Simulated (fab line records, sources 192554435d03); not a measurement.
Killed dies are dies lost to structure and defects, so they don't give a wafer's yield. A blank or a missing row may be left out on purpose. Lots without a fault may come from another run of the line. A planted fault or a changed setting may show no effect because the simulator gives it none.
Chamber matching | flow n5_finfet | N5_MIM_TOP_ETCH_PECVD_03 on pecvd-02: 3 sister chambers
The step deposits SiNx from SiH4/NH3/N2, target thk 20 nm, time 17.6 s. 3 wafers are shown with their chamber, then 11 later ones without.

WAFERS WITH THEIR CHAMBER
wafer  | chamber | throttle_valve_pct (%)
L085.1 | 0       | 45.7
L085.6 | 1       | 41.8
L087.3 | 2       | 40.8

WAFERS WITHOUT THEIR CHAMBER
wafer  | throttle_valve_pct (%)
L087.4 | 41.7
L087.6 | 40.7
L090.1 | 41.6
L090.2 | 45.7
L090.3 | 40.8
L092.1 | 45.7
L092.2 | 40.8
L092.3 | 41.8
L097.1 | 45.5
L097.4 | 45.8
L097.6 | 41.4

WHICH CHAMBER EACH WENT THROUGH
wafer  | from the rows above     | in truth
L087.4 | 1                       | 1
L087.6 | 2                       | 2
L090.1 | 1                       | 1
L090.2 | 0                       | 0
L090.3 | 2                       | 2
L092.1 | 0                       | 0
L092.2 | 2                       | 2
L092.3 | 1                       | 1
L097.1 | 0                       | 0
L097.4 | 0                       | 0
L097.6 | can't be placed: 1 or 2 | 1
Placed correctly: 10 of 11. Can't be placed from these rows: 1 (the true chamber is among the candidates in 1). Placed wrongly: 0.
How it was worked out, from the rows above alone: a wafer's distance from a chamber is the root of the sum, over the readings, of the square of ((its reading less the chamber's mean) divided by the reading's scatter). The wafer belongs to the nearest chamber; if the next one is less than 2 further off, it can't be placed. A chamber's mean is the mean of its shown wafers. The scatter: with one shown wafer a chamber, the root of the mean of the squares of how far each hidden wafer lies from its nearest shown one.
